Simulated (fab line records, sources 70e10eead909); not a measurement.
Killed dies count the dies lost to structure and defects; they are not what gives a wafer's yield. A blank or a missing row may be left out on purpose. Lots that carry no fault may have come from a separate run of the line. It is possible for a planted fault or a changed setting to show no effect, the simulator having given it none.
fab line records	flow nandHarc
record: lots: 5	wafers: 15	lastDay: 23
route steps=1159 shown A_CHANNEL_HOLE_D1@467
lots that met no fault: from a run of the same line without faults
startH: the number of hours between the record's first day and the start of the first shown wafer of the lot	waitH: hours since the lot's step before	" identical to the entry in the row above	L1.1+2: one row covering several wafers at once	- no value present, or no start provided	* or withheld: withheld	< > ~ a bound
route shown NAME@n: names a module that has steps shown in the file, with the first one's number in the route	usual: mean/standard deviation of fault-free wafers	same: alike in all rows	chamber/n: place in a boat	sites: readings site by site	_std_site: standard deviation across them	_edge_site: mean of outer sites minus mean of inner sites	radiusMm: for every site, how far away it sits from the centre of the wafer	mask NAME#n: copy n	behind: the last tool/chamber to shape the wafer	hold: what put the lot on hold/how long, in hours/how the hold closed	device: which transistor (n, p or np) failed to switch	end of line: the route-end tests of the same wafers	a step without rows: its recipe alone	killed: count of dies lost to structure and defects at first sort (not the wafer's yield)	map: the dies of a wafer, with x for killed, . for not killed, _ for no die there
set.NAME: the setting that was run; set.NAME@STEP: the one run at that earlier step	model.NAME: the simulator's own value behind a step, which no gauge read
certain route steps with their lots: each step a table, each wafer a row
services: when a tool's chamber went out of use (startH, in hours from the record's first day, below 0 if earlier), for how many hours, and the reason
== steps ==
step: NHARC_A_CHANNEL_HOLE_D1_ETCH_39
recipe: targetDepthA: 2600	overEtchFrac: 0.3	timeS: 325	ionEnergyEv: 200	n2FlowSccm: 150	h2FlowSccm: 150	arFlowSccm: 0	rfW: 400	biasW: 150	chemistry: N2/H2
usual: drypumpMotorCurrentA: 5.5/0.34	h2FlowSccm: 149.9/0.42	oesProductAu: 1.005/0.0095	rfVppV: 431.5/2.6	showerheadPlenumPTorr: 2.07/0.09	throttleValvePct: 14.172/0.0097
lot.wafer	tool	chamber	startH	waitH	drypumpMotorCurrentA	h2FlowSccm	oesProductAu	rfHoursCounterH	rfVppV	showerheadPlenumPTorr	throttleValvePct
L074.3	rieDiel-10	0	-	-	5.5	149.5	1.000	10	429.5	2.01	14.174
L074.4	"	1	"	"	5.1	149.8	0.982	9	432.7	2.16	14.186
L074.5	"	2	"	"	5.3	150.8	0.998	-	428.5	2.01	14.184
L079.4	rieDiel-07	0	-	-	5.0	150.1	1.001	11	430.8	2.09	14.174
L079.2	"	1	"	"	5.2	150.1	0.998	11	434.6	2.16	14.180
L079.1	"	2	"	"	5.8	149.5	0.999	12	433.0	2.13	14.164
L082.2	rieDiel-10	0	-	-	5.5	149.3	1.000	2	429.0	2.01	14.167
L082.4	"	3	"	"	5.5	149.8	1.018	2	427.7	1.96	14.165
L082.6	"	0	"	"	5.5	149.6	1.000	-	427.6	2.01	14.172
L084.3	rieDiel-10	2	-	-	5.3	149.6	1.004	4	428.0	2.01	14.172
L084.2	"	3	"	"	5.5	150.9	1.016	3	428.4	1.96	14.177
L084.6	"	2	"	"	5.3	149.8	0.994	-	429.1	2.01	14.178
L092.2	rieDiel-10	0	-	-	5.5	150.6	1.007	6	428.1	2.01	14.159
L092.4	"	1	"	"	5.1	149.9	1.010	7	434.1	2.16	14.162
L092.6	"	3	"	"	5.5	149.8	1.014	-	429.9	1.96	14.167
step: NHARC_A_CHANNEL_HOLE_D1_ETCH_34
recipe: targetDepthA: 1540	timeS: 77	cf4FlowSccm: 100	chf3FlowSccm: 30	arFlowSccm: 0	rfW: 500	biasW: 200	chemistry: CF4/CHF3
usual: drypumpMotorCurrentA: 5.5/0.33	oesProductAu: 0.945/0.023	rfVppV: 371.4/2.3	showerheadPlenumPTorr: 1.60/0.066	throttleValvePct: 16.803/0.0091
lot.wafer	tool	chamber	startH	waitH	drypumpMotorCurrentA	oesProductAu	rfHoursCounterH	rfVppV	showerheadPlenumPTorr	throttleValvePct
L074.4	rieDiel-10	3	-	-	5.5	0.931	12	370.2	1.52	16.792
L074.3	"	1	"	"	5.2	0.927	9	373.5	1.66	16.815
L074.5	"	0	"	"	5.5	0.929	-	370.9	1.55	16.812
L079.4	rieDiel-07	3	-	-	5.3	0.921	11	367.6	1.47	16.796
L079.1	"	1	"	"	5.2	0.916	11	374.9	1.66	16.802
L079.2	"	2	"	"	5.8	0.933	12	373.7	1.64	16.816
L082.2	rieDiel-10	2	-	-	5.3	0.948	3	367.8	1.55	16.809
L082.4	"	1	"	"	5.2	0.965	2	374.2	1.66	16.800
L082.6	"	3	"	"	5.5	0.984	-	369.1	1.52	16.821
L084.2	rieDiel-10	1	-	-	5.1	0.974	4	373.5	1.66	16.784
L084.3	"	2	"	"	5.3	0.953	4	370.1	1.55	16.806
L084.6	"	0	"	"	5.5	0.963	-	370.4	1.55	16.797
L092.4	rieDiel-10	0	-	-	5.5	0.926	6	369.7	1.55	16.792
L092.2	"	1	"	"	5.1	0.929	7	374.0	1.66	16.818
L092.6	"	2	"	"	5.3	0.915	-	369.7	1.55	16.804
step: NHARC_A_CHANNEL_HOLE_D1_ETCH_16
recipe: targetDepthA: 31000	overEtchFrac: 0.3	timeS: 806	ionEnergyEv: 150	o2FlowSccm: 400	cosFlowSccm: 20	arFlowSccm: 0	rfW: 500	biasW: 300	chemistry: O2/COS
usual: drypumpMotorCurrentA: 5.5/0.36	oesProductAu: 1.004/0.01	rfVppV: 314.6/1.9	showerheadPlenumPTorr: 3.16/0.12	throttleValvePct: 28.330/0.01
lot.wafer	tool	chamber	startH	waitH	drypumpMotorCurrentA	oesProductAu	rfHoursCounterH	rfVppV	showerheadPlenumPTorr	throttleValvePct
L074.4	rieDiel-10	0	-	-	5.5	1.008	11	313.1	3.08	28.337
L074.3	"	1	"	"	5.1	0.994	9	316.9	3.29	28.325
L074.5	"	3	"	"	5.5	1.022	-	313.3	3.01	28.327
L079.2	rieDiel-07	3	-	-	5.3	0.999	11	310.8	2.93	28.324
L079.1	"	0	"	"	5.1	0.990	11	315.0	3.19	28.331
L079.4	"	2	"	"	5.8	1.008	12	315.4	3.25	28.329
L082.2	rieDiel-10	1	-	-	5.2	1.019	2	316.0	3.29	28.328
L082.4	"	3	"	"	5.5	1.028	2	311.3	3.01	28.338
L082.6	"	1	"	"	5.2	1.017	-	318.0	3.29	28.326
L084.2	rieDiel-10	2	-	-	5.3	0.995	4	313.0	3.08	28.334
L084.3	"	3	"	"	5.5	1.008	3	311.6	3.01	28.326
L084.6	"	2	"	"	5.3	0.980	-	313.4	3.08	28.353
L092.4	rieDiel-10	2	-	-	5.3	1.001	7	314.9	3.08	28.333
L092.2	"	0	"	"	5.5	1.008	6	313.8	3.07	28.347
L092.6	"	2	"	"	5.3	1.002	-	312.2	3.08	28.323
step: NHARC_A_CHANNEL_HOLE_D1_CD_MEAS_18
usual: cdNm: 98.9/2.1
lot.wafer	tool	chamber	startH	waitH	cdNm
L074.3	cdSem-03	-	175.14	-	100.9
L074.4	"	-	"	"	99.5
L074.5	"	-	"	"	102.9
L079.1	cdSem-01	-	206.30	-	96.4
L079.2	"	-	"	"	96.9
L079.4	"	-	"	"	100.2
L082.2	cdSem-01	-	217.76	-	99.2
L082.4	"	-	"	"	101.7
L082.6	"	-	"	"	98.7
L084.2	cdSem-01	-	238.19	-	99.2
L084.3	"	-	"	"	103.4
L084.6	"	-	"	"	102.6
L092.2	cdSem-01	-	285.53	-	100.6
L092.4	"	-	"	"	96.6
L092.6	"	-	"	"	97.8
step: NHARC_A_CHANNEL_HOLE_D1_ETCH_19
recipe: biasV: 1200	sourceW: 2500	pressureMtorr: 15	timeS: 34.5	arFlowSccm: 375	c4f8FlowSccm: 28.8	o2FlowSccm: 96.2	tempC: -20	targetDepthA: *	chemistry: C4F8/O2/Ar
usual: drypumpMotorCurrentA: 5.7/0.31	heBacksideLeakSccm: 5.8/0.42	showerheadPlenumPTorr: 3.80/0.056	throttleValvePct: 37.037/0.0095
lot.wafer	tool	chamber	startH	waitH	drypumpMotorCurrentA	heBacksideLeakSccm	rfHoursCounterH	showerheadPlenumPTorr	throttleValvePct
L074.4	harEtch-01	0	175.26	0.1	6.1	6.2	-	3.87	37.050
L074.3	"	1	"	"	5.2	5.5	-	3.87	37.034
L074.5	"	0	"	"	6.1	6.2	-	3.87	37.024
L079.1	harEtch-02	0	206.45	0.1	5.5	6.0	118	3.76	37.038
L079.2	"	1	"	"	5.8	5.4	118	3.76	37.039
L079.4	"	1	"	"	5.8	5.4	-	3.75	37.049
L082.2	harEtch-02	1	218.26	0.5	5.8	5.5	123	3.75	37.045
L082.4	"	0	"	"	5.5	5.4	-	3.76	37.039
L082.6	"	0	"	"	5.5	5.7	-	3.76	37.041
L084.2	harEtch-01	0	238.27	0.1	6.1	6.4	215	3.86	37.032
L084.3	"	1	"	"	5.2	5.5	-	3.86	37.028
L084.6	"	1	"	"	5.3	5.5	-	3.86	37.023
L092.2	harEtch-01	1	285.62	0.1	5.3	5.5	240	3.84	37.044
L092.4	"	1	"	"	5.3	5.6	-	3.84	37.025
L092.6	"	0	"	"	6.1	6.5	-	3.84	37.037
step: NHARC_A_CHANNEL_HOLE_D1_ETCH_20
recipe: biasV: 3000	sourceW: withheld	pressureMtorr: 20	timeS: 361.9	arFlowSccm: 375	c4f8FlowSccm: 89.3	o2FlowSccm: 35.7	tempC: -20	targetDepthA: 16000	chemistry: C4F8/O2/Ar
usual: drypumpMotorCurrentA: 5.7/0.31	heBacksideLeakSccm: 5.8/0.47	showerheadPlenumPTorr: 3.75/0.054	throttleValvePct: 32.156/0.0086
lot.wafer	tool	chamber	startH	waitH	drypumpMotorCurrentA	heBacksideLeakSccm	rfHoursCounterH	showerheadPlenumPTorr	throttleValvePct
L074.4	harEtch-01	0	175.44	0.2	6.1	6.0	-	3.82	32.170
L074.3	"	1	"	"	5.3	5.2	-	3.83	32.159
L074.5	"	0	"	"	6.1	5.9	-	3.83	32.162
L079.1	harEtch-02	0	206.57	0.1	5.5	8.4	118	3.72	32.163
L079.2	"	1	"	"	5.9	5.6	118	3.71	32.151
L079.4	"	1	"	"	5.8	5.5	-	3.71	32.162
L082.2	harEtch-02	1	218.40	0.1	5.8	5.3	123	3.71	32.158
L082.4	"	0	"	"	5.5	5.9	-	3.71	32.150
L082.6	"	0	"	"	5.5	6.2	-	3.72	32.170
L084.2	harEtch-01	0	238.38	0.1	6.1	6.5	215	3.81	32.138
L084.3	"	1	"	"	5.2	5.5	-	3.81	32.163
L084.6	"	1	"	"	5.2	5.5	-	3.81	32.150
L092.2	harEtch-01	1	285.77	0.1	5.2	5.3	240	3.80	32.147
L092.4	"	1	"	"	5.2	5.4	-	3.80	32.145
L092.6	"	0	"	"	6.1	6.6	-	3.80	32.153
step: NHARC_A_CHANNEL_HOLE_D1_ETCH_21
recipe: biasV: 3000	sourceW: withheld	pressureMtorr: 20	timeS: 514.3	arFlowSccm: 375	c4f8FlowSccm: 89.3	o2FlowSccm: 35.7	tempC: -20	targetDepthA: 16000	chemistry: C4F8/O2/Ar
usual: drypumpMotorCurrentA: 5.7/0.31	heBacksideLeakSccm: 5.8/0.6	showerheadPlenumPTorr: 3.75/0.054	throttleValvePct: 32.154/0.0097
lot.wafer	tool	chamber	startH	waitH	drypumpMotorCurrentA	heBacksideLeakSccm	rfHoursCounterH	showerheadPlenumPTorr	throttleValvePct
L074.4	harEtch-01	0	175.80	0.3	6.0	6.2	-	3.83	32.147
L074.3	"	1	"	"	5.2	5.0	-	3.83	32.172
L074.5	"	0	"	"	6.1	6.0	-	3.83	32.151
L079.1	harEtch-02	0	206.88	0.3	5.5	5.4	118	3.72	32.154
L079.2	"	1	"	"	5.8	5.3	118	3.71	32.173
L079.4	"	1	"	"	5.8	5.4	-	3.71	32.147
L082.2	harEtch-02	1	218.74	0.3	5.8	5.2	123	3.71	32.149
L082.4	"	0	"	"	5.5	6.1	-	3.71	32.169
L082.6	"	0	"	"	5.5	6.1	-	3.71	32.159
L084.2	harEtch-01	0	238.70	0.3	6.1	6.5	216	3.81	32.132
L084.3	"	1	"	"	5.2	5.4	-	3.81	32.151
L084.6	"	1	"	"	5.2	5.5	-	3.81	32.168
L092.2	harEtch-01	1	286.10	0.3	5.2	5.3	240	3.80	32.140
L092.4	"	1	"	"	5.2	5.2	-	3.80	32.143
L092.6	"	0	"	"	6.1	6.4	-	3.80	32.159
step: NHARC_A_CHANNEL_HOLE_D1_ETCH_22
recipe: biasV: 3000	sourceW: withheld	pressureMtorr: 20	timeS: 666.7	arFlowSccm: 375	c4f8FlowSccm: 89.3	o2FlowSccm: 35.7	tempC: -20	targetDepthA: 16000	chemistry: C4F8/O2/Ar
usual: drypumpMotorCurrentA: 5.7/0.31	heBacksideLeakSccm: 5.8/0.45	showerheadPlenumPTorr: 3.75/0.054	throttleValvePct: 32.155/0.0091
lot.wafer	tool	chamber	startH	waitH	drypumpMotorCurrentA	heBacksideLeakSccm	rfHoursCounterH	showerheadPlenumPTorr	throttleValvePct
L074.4	harEtch-01	0	176.28	0.4	6.1	6.2	-	3.83	32.149
L074.3	"	1	"	"	5.2	5.1	-	3.83	32.159
L074.5	"	0	"	"	6.1	6.2	-	3.83	32.159
L079.1	harEtch-02	0	207.32	0.4	5.5	5.9	118	3.72	32.162
L079.2	"	1	"	"	5.8	5.4	118	3.71	32.142
L079.4	"	1	"	"	5.8	5.4	-	3.71	32.164
L082.2	harEtch-02	1	219.20	0.4	5.8	5.4	124	3.71	32.160
L082.4	"	0	"	"	5.5	6.3	-	3.71	32.150
L082.6	"	0	"	"	5.5	6.2	-	3.71	32.153
L084.2	harEtch-01	0	239.14	0.4	6.1	6.3	216	3.81	32.154
L084.3	"	1	"	"	5.2	5.6	-	3.81	32.145
L084.6	"	1	"	"	5.2	5.4	-	3.81	32.150
L092.2	harEtch-01	1	286.57	0.4	5.2	5.7	241	3.80	32.148
L092.4	"	1	"	"	5.2	5.7	-	3.80	32.157
L092.6	"	0	"	"	6.1	6.4	-	3.80	32.141
step: NHARC_A_CHANNEL_HOLE_D1_ETCH_23
recipe: biasV: 5000	sourceW: withheld	pressureMtorr: 20	timeS: 819	arFlowSccm: 375	c4f8FlowSccm: 89.3	o2FlowSccm: 35.7	tempC: -20	targetDepthA: 16000	chemistry: C4F8/O2/Ar
usual: drypumpMotorCurrentA: 5.7/0.31	heBacksideLeakSccm: 5.8/0.55	showerheadPlenumPTorr: 3.75/0.054	throttleValvePct: 32.156/0.0093
lot.wafer	tool	chamber	startH	waitH	drypumpMotorCurrentA	heBacksideLeakSccm	rfHoursCounterH	showerheadPlenumPTorr	throttleValvePct
L074.4	harEtch-01	0	176.88	0.5	6.1	5.9	-	3.82	32.151
L074.3	"	1	"	"	5.2	5.2	-	3.82	32.141
L074.5	"	0	"	"	6.0	6.2	-	3.82	32.148
L079.1	harEtch-02	0	207.89	0.5	5.5	5.7	119	3.72	32.155
L079.2	"	1	"	"	5.8	5.5	119	3.71	32.179
L079.4	"	1	"	"	5.8	5.4	-	3.71	32.163
L082.2	harEtch-02	1	219.78	0.5	5.8	5.4	124	3.71	32.143
L082.4	"	0	"	"	5.5	5.9	-	3.71	32.142
L082.6	"	0	"	"	5.5	5.7	-	3.71	32.169
L084.2	harEtch-01	0	239.70	0.5	6.0	6.3	217	3.81	32.142
L084.3	"	1	"	"	5.2	5.2	-	3.81	32.156
L084.6	"	1	"	"	5.2	5.4	-	3.81	32.158
L092.2	harEtch-01	1	287.16	0.5	5.3	5.8	241	3.80	32.149
L092.4	"	1	"	"	5.2	5.5	-	3.80	32.153
L092.6	"	0	"	"	6.0	6.5	-	3.80	32.161
step: NHARC_A_CHANNEL_HOLE_D1_ETCH_24
recipe: biasV: 5000	sourceW: withheld	pressureMtorr: 20	timeS: 906.2	arFlowSccm: 375	c4f8FlowSccm: 93.8	o2FlowSccm: 31.2	tempC: -20	targetDepthA: 15000	chemistry: C4F8/O2/Ar
usual: drypumpMotorCurrentA: 5.7/0.31	heBacksideLeakSccm: 5.8/0.49	showerheadPlenumPTorr: 3.75/0.054	throttleValvePct: 32.236/0.009
lot.wafer	tool	chamber	startH	waitH	drypumpMotorCurrentA	heBacksideLeakSccm	rfHoursCounterH	showerheadPlenumPTorr	throttleValvePct
L074.4	harEtch-01	0	177.60	0.6	6.2	6.2	-	3.82	32.230
L074.3	"	1	"	"	5.2	5.2	-	3.82	32.238
L074.5	"	0	"	"	6.2	6.1	-	3.82	32.249
L079.1	harEtch-02	0	208.58	0.6	5.5	5.4	120	3.71	32.230
L079.2	"	1	"	"	5.8	5.5	120	3.71	32.243
L079.4	"	1	"	"	5.8	5.3	-	3.71	32.235
L082.2	harEtch-02	1	220.50	0.6	5.8	5.4	125	3.70	32.244
L082.4	"	0	"	"	5.5	6.1	-	3.71	32.228
L082.6	"	0	"	"	5.5	5.6	-	3.71	32.239
L084.2	harEtch-01	0	240.40	0.6	6.1	6.3	217	3.81	32.246
L084.3	"	1	"	"	5.2	5.4	-	3.81	32.236
L084.6	"	1	"	"	5.2	5.3	-	3.81	32.235
L092.2	harEtch-01	1	287.87	0.6	5.2	5.4	242	3.79	32.231
L092.4	"	1	"	"	5.2	5.7	-	3.79	32.242
L092.6	"	0	"	"	6.1	6.5	-	3.79	32.244
step: NHARC_A_CHANNEL_HOLE_D1_ETCH_25
recipe: biasV: 5000	sourceW: withheld	pressureMtorr: 20	timeS: 1040.2	arFlowSccm: 375	c4f8FlowSccm: 93.8	o2FlowSccm: 31.2	tempC: -20	targetDepthA: 15000	chemistry: C4F8/O2/Ar
usual: drypumpMotorCurrentA: 5.7/0.31	heBacksideLeakSccm: 5.8/0.51	showerheadPlenumPTorr: 3.75/0.054	throttleValvePct: 32.235/0.0096
lot.wafer	tool	chamber	startH	waitH	drypumpMotorCurrentA	heBacksideLeakSccm	rfHoursCounterH	showerheadPlenumPTorr	throttleValvePct
L074.4	harEtch-01	0	178.41	0.7	6.1	6.4	-	3.82	32.215
L074.3	"	1	"	"	5.2	5.1	-	3.82	32.228
L074.5	"	0	"	"	6.1	6.4	-	3.82	32.240
L079.1	harEtch-02	0	209.35	0.6	5.5	5.8	120	3.71	32.234
L079.2	"	1	"	"	5.8	5.5	120	3.71	32.241
L079.4	"	1	"	"	5.8	5.6	-	3.71	32.237
L082.2	harEtch-02	1	221.29	0.7	5.8	5.3	126	3.70	32.246
L082.4	"	0	"	"	5.5	6.0	-	3.71	32.231
L082.6	"	0	"	"	5.5	6.2	-	3.71	32.221
L084.2	harEtch-01	0	241.16	0.6	6.1	6.3	218	3.80	32.236
L084.3	"	1	"	"	5.2	5.4	-	3.80	32.242
L084.6	"	1	"	"	5.2	5.4	-	3.80	32.240
L092.2	harEtch-01	1	288.65	0.7	5.3	5.4	243	3.79	32.237
L092.4	"	1	"	"	5.3	5.5	-	3.79	32.233
L092.6	"	0	"	"	6.1	6.3	-	3.79	32.220
step: NHARC_A_CHANNEL_HOLE_D1_ETCH_26
recipe: biasV: 300	sourceW: 2000	pressureMtorr: 30	timeS: 224.1	arFlowSccm: 375	c4f8FlowSccm: 11.4	o2FlowSccm: 113.6	tempC: -20	targetDepthA: 3000	chemistry: C4F8/O2/Ar
usual: drypumpMotorCurrentA: 5.7/0.31	heBacksideLeakSccm: 5.8/0.44	showerheadPlenumPTorr: 3.80/0.057	throttleValvePct: 24.584/0.01
lot.wafer	tool	chamber	startH	waitH	drypumpMotorCurrentA	heBacksideLeakSccm	rfHoursCounterH	showerheadPlenumPTorr	throttleValvePct
L074.4	harEtch-01	0	179.06	0.5	6.1	6.0	-	3.88	24.581
L074.3	"	1	"	"	5.3	5.4	-	3.88	24.578
L074.5	"	0	"	"	6.1	6.1	-	3.88	24.561
L079.1	harEtch-02	0	210.23	0.7	5.5	6.2	121	3.76	24.598
L079.2	"	1	"	"	5.8	5.2	121	3.76	24.583
L079.4	"	1	"	"	5.8	5.4	-	3.76	24.575
L082.2	harEtch-02	1	222.03	0.6	5.8	5.3	127	3.75	24.604
L082.4	"	0	"	"	5.5	6.0	-	3.76	24.596
L082.6	"	0	"	"	5.5	7.5	-	3.76	24.584
L084.2	harEtch-01	0	242.04	0.7	6.1	6.4	219	3.86	24.584
L084.3	"	1	"	"	5.3	5.7	-	3.86	24.587
L084.6	"	1	"	"	5.3	5.6	-	3.86	24.578
L092.2	harEtch-01	1	289.42	0.6	5.2	5.7	244	3.85	24.577
L092.4	"	1	"	"	5.2	5.4	-	3.85	24.588
L092.6	"	0	"	"	6.0	6.6	-	3.85	24.567
step: NHARC_A_CHANNEL_HOLE_D1_ETCH_33
recipe: biasV: 400	sourceW: 2000	pressureMtorr: 25	timeS: 90	arFlowSccm: 375	c4f8FlowSccm: 41.7	o2FlowSccm: 83.3	tempC: -20	targetDepthA: 4000	chemistry: C4F8/O2/Ar
usual: drypumpMotorCurrentA: 5.7/0.3	heBacksideLeakSccm: 5.8/0.42	showerheadPlenumPTorr: 3.79/0.056	throttleValvePct: 27.618/0.01
lot.wafer	tool	chamber	startH	waitH	drypumpMotorCurrentA	heBacksideLeakSccm	rfHoursCounterH	showerheadPlenumPTorr	throttleValvePct
L074.4	harEtch-01	0	179.25	0.2	6.1	6.0	-	3.87	27.637
L074.3	"	1	"	"	5.2	5.3	-	3.87	27.616
L074.5	"	0	"	"	6.1	5.9	-	3.87	27.625
L079.1	harEtch-02	0	210.43	0.2	5.5	6.0	121	3.76	27.623
L079.2	"	1	"	"	5.8	5.5	121	3.75	27.627
L079.4	"	1	"	"	5.8	5.6	-	3.75	27.615
L082.2	harEtch-02	1	222.23	0.2	5.8	5.3	127	3.75	27.624
L082.4	"	0	"	"	5.5	6.0	-	3.75	27.629
L082.6	"	0	"	"	5.5	5.8	-	3.75	27.604
L084.2	harEtch-01	0	242.24	0.2	6.0	6.4	219	3.85	27.606
L084.3	"	1	"	"	5.2	5.5	-	3.85	27.636
L084.6	"	1	"	"	5.2	5.5	-	3.85	27.614
L092.2	harEtch-01	1	289.62	0.2	5.2	5.6	244	3.84	27.631
L092.4	"	1	"	"	5.2	5.5	-	3.84	27.636
L092.6	"	0	"	"	6.1	6.4	-	3.84	27.612
step: NHARC_A_CHANNEL_HOLE_D1_STRIP_41
recipe: n2FlowSccm: 150	h2FlowSccm: 150	arFlowSccm: 0	biasW: 0	chemistry: N2/H2
lot.wafer	tool	chamber	startH	waitH
L074.4+3+5	rieDiel-07	3,2,0	179.72	0.4
L079.1+2+4	rieDiel-10	0,1,2	210.96	0.5
L082.4+2+6	rieDiel-07	2,3,1	222.73	0.4
L084.3+2+6	rieDiel-07	2,3,2	242.77	0.4
L092.4+2+6	rieDiel-10	1,3,0	290.13	0.4
step: NHARC_A_CHANNEL_HOLE_D1_STRIP_42
recipe: cf4FlowSccm: 100	chf3FlowSccm: 30	arFlowSccm: 0	biasW: 0	chemistry: CF4/CHF3
lot.wafer	tool	chamber	startH	waitH
L074.4+3+5	rieDiel-07	1,3,1	179.81	0.1
L079.1+4+2	rieDiel-10	1,2,0	211.05	0.1
L082.4+2+6	rieDiel-07	0,2,0	222.82	0.1
L084.2+3+6	rieDiel-07	1,2,2	242.86	0.1
L092.2+4+6	rieDiel-10	2,1,3	290.21	0.1
step: NHARC_A_CHANNEL_HOLE_D1_STRIP_43
recipe: o2FlowSccm: 400	cosFlowSccm: 20	arFlowSccm: 0	biasW: 0	chemistry: O2/COS
lot.wafer	tool	chamber	startH	waitH
L074.3+4+5	rieDiel-07	3,1,3	179.88	0.1
L079.2+1+4	rieDiel-10	1,2,3	211.12	0.1
L082.2+4+6	rieDiel-07	1,2,2	222.88	0.1
L084.2+3+6	rieDiel-07	3,1,0	242.92	0.1
L092.2+4+6	rieDiel-10	1,2,3	290.28	0.1
step: NHARC_A_CHANNEL_HOLE_D1_ETCH_44
recipe: targetDepthA: 1400	overetchA: 140	timeS: 77	ionEnergyEv: 100	cf4FlowSccm: 80	o2FlowSccm: 20	arFlowSccm: 0	rfW: 300	biasW: 100	chemistry: CF4/O2
usual: drypumpMotorCurrentA: 5.5/0.33	oesProductAu: 1.004/0.0085	rfVppV: 198.3/1.4	showerheadPlenumPTorr: 1.36/0.057	throttleValvePct: 13.397/0.0092
lot.wafer	tool	chamber	startH	waitH	drypumpMotorCurrentA	oesProductAu	rfHoursCounterH	rfVppV	showerheadPlenumPTorr	throttleValvePct
L074.4	rieDiel-07	2	179.94	0.0	5.8	1.004	9	199.9	1.39	13.387
L074.3	"	3	"	"	5.3	1.001	9	197.5	1.25	13.396
L074.5	"	2	"	"	5.8	1.006	-	199.9	1.39	13.387
L079.1	rieDiel-10	2	211.18	0.1	5.3	0.998	2	196.0	1.32	13.401
L079.2	"	3	"	"	5.5	1.015	2	196.4	1.29	13.405
L079.4	"	0	"	"	5.5	1.001	1	196.8	1.31	13.416
L082.4	rieDiel-07	2	222.95	0.1	5.8	1.009	14	198.6	1.39	13.410
L082.2	"	3	"	"	5.3	1.006	13	195.3	1.25	13.392
L082.6	"	1	"	"	5.2	0.997	-	198.5	1.41	13.393
L084.3	rieDiel-07	0	242.99	0.1	5.0	1.000	0	199.1	1.36	13.393
L084.2	"	2	"	"	5.8	1.017	0	199.0	1.39	13.397
L084.6	"	3	"	"	5.3	1.003	-	197.0	1.25	13.385
L092.2	rieDiel-10	2	290.35	0.1	5.3	0.997	7	195.6	1.32	13.406
L092.4	"	3	"	"	5.5	1.019	7	197.6	1.29	13.407
L092.6	"	0	"	"	5.5	1.014	-	196.8	1.31	13.384
step: NHARC_A_CHANNEL_HOLE_D1_STRIP_27
recipe: o2FlowSccm: 500	arFlowSccm: 0	biasW: 0	chemistry: O2
usual: drypumpMotorCurrentA: 5.5/0.34	oesProductAu: 1.005/0.009	rfVppV: 57.9/0.92	showerheadPlenumPTorr: 3.59/0.14	throttleValvePct: 17.036/0.0098
lot.wafer	tool	chamber	startH	waitH	drypumpMotorCurrentA	oesProductAu	rfHoursCounterH	rfVppV	showerheadPlenumPTorr	throttleValvePct
L074.3	rieDiel-07	3	-	-	5.3	1.004	9	57.0	3.31	17.040
L074.4	"	0	"	"	5.1	0.999	9	57.2	3.60	17.051
L074.5	"	3	"	"	5.3	1.006	-	55.9	3.31	17.048
L079.2	rieDiel-10	2	-	-	5.3	0.992	2	58.9	3.48	17.046
L079.1	"	0	"	"	5.5	1.018	1	56.9	3.48	17.030
L079.4	"	1	"	"	5.2	1.010	2	60.3	3.72	17.046
L082.4	rieDiel-07	1	-	-	5.2	0.999	12	58.9	3.71	17.042
L082.2	"	3	"	"	5.3	1.012	13	57.3	3.31	17.047
L082.6	"	2	"	"	5.7	1.006	-	58.7	3.68	17.037
L084.2	rieDiel-07	2	-	-	5.8	1.012	0	57.3	3.68	17.040
L084.3	"	3	"	"	5.3	0.995	1	57.6	3.31	17.031
L084.6	"	1	"	"	5.2	1.018	-	58.2	3.71	17.041
L092.2	rieDiel-10	3	-	-	5.5	1.019	7	59.2	3.40	17.021
L092.4	"	1	"	"	5.2	1.023	7	56.7	3.71	17.033
L092.6	"	3	"	"	5.5	1.012	-	59.1	3.40	17.053
step: NHARC_A_CHANNEL_HOLE_D1_PRECLEAN_28
recipe: timeS: *	tempC: 50	bathAgeMin: 0	chemistry: SC1
lot.wafer	tool	chamber	startH	waitH
L074.3+4+5	wetBench-01	2,5,6	180.59	-
L079.2+4+1	wetBench-09	0,1,2	211.85	-
L082.2+4+6	wetBench-02	4,6,0	223.60	-
L084.3+6+2	wetBench-02	1,2,5	243.64	-
L092.4+2+6	wetBench-01	2,3,4	291.01	-
step: NHARC_A_CHANNEL_HOLE_D1_SRD_29
lot.wafer	tool	chamber	startH	waitH
L074.3+4+5	wetBench-01	2,5,6	-	-
L079.2+4+1	wetBench-09	0,1,2	-	-
L082.2+4+6	wetBench-02	4,6,0	-	-
L084.3+6+2	wetBench-02	1,2,5	-	-
L092.4+2+6	wetBench-01	2,3,4	-	-
step: NHARC_A_CHANNEL_HOLE_D1_CD_MEAS_30
usual: cdNm: 90.7/1.2
lot.wafer	tool	chamber	startH	waitH	cdNm
L074.3	cdSem-01	-	180.73	-	91.2
L074.4	"	-	"	"	90.2
L074.5	"	-	"	"	91.4
L079.1	cdSem-01	-	211.99	-	90.3
L079.2	"	-	"	"	90.4
L079.4	"	-	"	"	89.6
L082.2	cdSem-02	-	223.73	-	90.8
L082.4	"	-	"	"	90.4
L082.6	"	-	"	"	90.9
L084.2	cdSem-03	-	243.78	-	90.9
L084.3	"	-	"	"	90.7
L084.6	"	-	"	"	90.6
L092.2	cdSem-02	-	291.14	-	88.4
L092.4	"	-	"	"	91.4
L092.6	"	-	"	"	89.6
== services ==
tool	chamber	startH	hours	kind
rieDiel-10	0	155.62	-	clean
rieDiel-10	1	155.62	-	clean
rieDiel-10	2	155.62	-	clean
rieDiel-10	3	155.62	-	clean
rieDiel-10	0	162.83	4.9	repair
rieDiel-10	-	176.50	9.0	pm
rieDiel-10	0	176.50	9.0	ventCycle
rieDiel-10	1	176.50	9.0	ventCycle
rieDiel-10	2	176.50	9.0	ventCycle
rieDiel-10	3	176.50	9.0	ventCycle
wetBench-02	-	180.00	8.0	pm
rieDiel-10	0	185.50	-	clean
rieDiel-10	1	185.50	-	clean
rieDiel-10	2	185.50	-	clean
rieDiel-10	3	185.50	-	clean
wetBench-02	-	197.04	3.3	repair
rieDiel-10	0	210.00	-	clean
rieDiel-10	1	210.00	-	clean
rieDiel-10	2	210.00	-	clean
wetBench-01	-	213.60	8.0	pm
rieDiel-07	-	228.20	9.0	pm
rieDiel-10	2	243.70	1.2	repair
rieDiel-07	-	267.54	1.8	repair
wetBench-09	-	288.84	8.0	pm
== key ==
fault none
